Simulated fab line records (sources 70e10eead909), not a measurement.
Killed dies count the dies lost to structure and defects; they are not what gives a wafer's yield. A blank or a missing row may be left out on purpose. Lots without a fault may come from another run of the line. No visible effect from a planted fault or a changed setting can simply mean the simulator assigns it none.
Matching of chambers	flow nandHarc	4 sister chambers for NHARC_A_CHANNEL_FILL_D2_ETCHBACK_19 on rieSi-06
The step etches the open film in HBr/Cl2, target depth 5 nm, time 1.7 s. 18 wafers are shown with their chamber, then 9 later ones without.

## WAFERS WITH THEIR CHAMBER
wafer	chamber	heBacksideLeakSccm (sccm)	oesProductAu (a.u.)	biasW (W)
L075.2	0	3.0	0.997	100.3
L075.4	2	2.8	1.001	100.5
L075.5	2	2.7	0.993	100.1
L079.1	3	2.5	0.982	99.9
L079.2	1	2.8	1.014	99.5
L079.3	2	3.0	0.997	99.9
L082.2	1	2.7	1.006	99.8
L082.4	2	2.8	0.994	100.2
L082.5	0	3.1	1.004	100.5
L085.3	2	2.6	0.981	100.6
L085.4	3	2.5	0.980	99.8
L085.5	2	2.9	1.000	100.1
L087.3	3	2.4	0.974	100.1
L087.5	1	2.9	1.005	100.0
L087.6	0	3.1	0.999	100.0
L090.2	3	2.5	0.976	100.4
L090.3	0	3.0	0.978	100.0
L090.6	2	3.0	0.992	99.6

SIGNATURES (averages over the wafers above)
reading	chamber 0	chamber 1	chamber 2	chamber 3	scatter within a chamber
heBacksideLeakSccm	3.050	2.800	2.829	2.475	0.111
oesProductAu	0.99450	1.00833	0.99400	0.97800	0.0073
biasW	100.200	99.767	100.143	100.050	0.294
Rule: for each reading, subtract the chamber's mean from the wafer's reading, divide by that reading's scatter and square the result; add these up over the readings and take the root, which gives the wafer's distance from the chamber. The wafer belongs to the nearest chamber; if the next one is less than 2 further off, it can't be placed. The scatter: take each reading less its chamber's mean, square it, sum over the shown wafers, divide by the number of wafers less the number of chambers, and take the root.

## WAFERS WHOSE CHAMBER IS MISSING
wafer	heBacksideLeakSccm (sccm)	oesProductAu (a.u.)	biasW (W)
L091.3	2.9	0.989	99.8
L091.4	2.5	0.985	99.3
L091.5	2.8	0.983	99.5
L096.2	3.1	1.003	100.0
L096.3	2.8	0.986	100.0
L096.4	2.5	0.983	100.1
L097.2	3.0	0.983	99.8
L097.3	2.8	1.000	100.2
L097.6	2.5	0.982	99.9

## WHICH CHAMBER EACH WENT THROUGH
wafer	from the rows above	in truth
L091.3	can't be placed: 2 or 0 or 1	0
L091.4	can't be placed: 3 or 2 or 1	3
L091.5	can't be placed: 2 or 3 or 1 or 0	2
L096.2	can't be placed: 0 or 2 or 1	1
L096.3	can't be placed: 2 or 0 or 3 or 1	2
L096.4	3	3
L097.2	can't be placed: 0 or 2 or 1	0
L097.3	can't be placed: 2 or 1 or 0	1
L097.6	3	3
Placed correctly: 2 of 9. Unplaceable from these rows: 7, with the true chamber sitting among the candidates in 7. Number placed wrongly: 0.
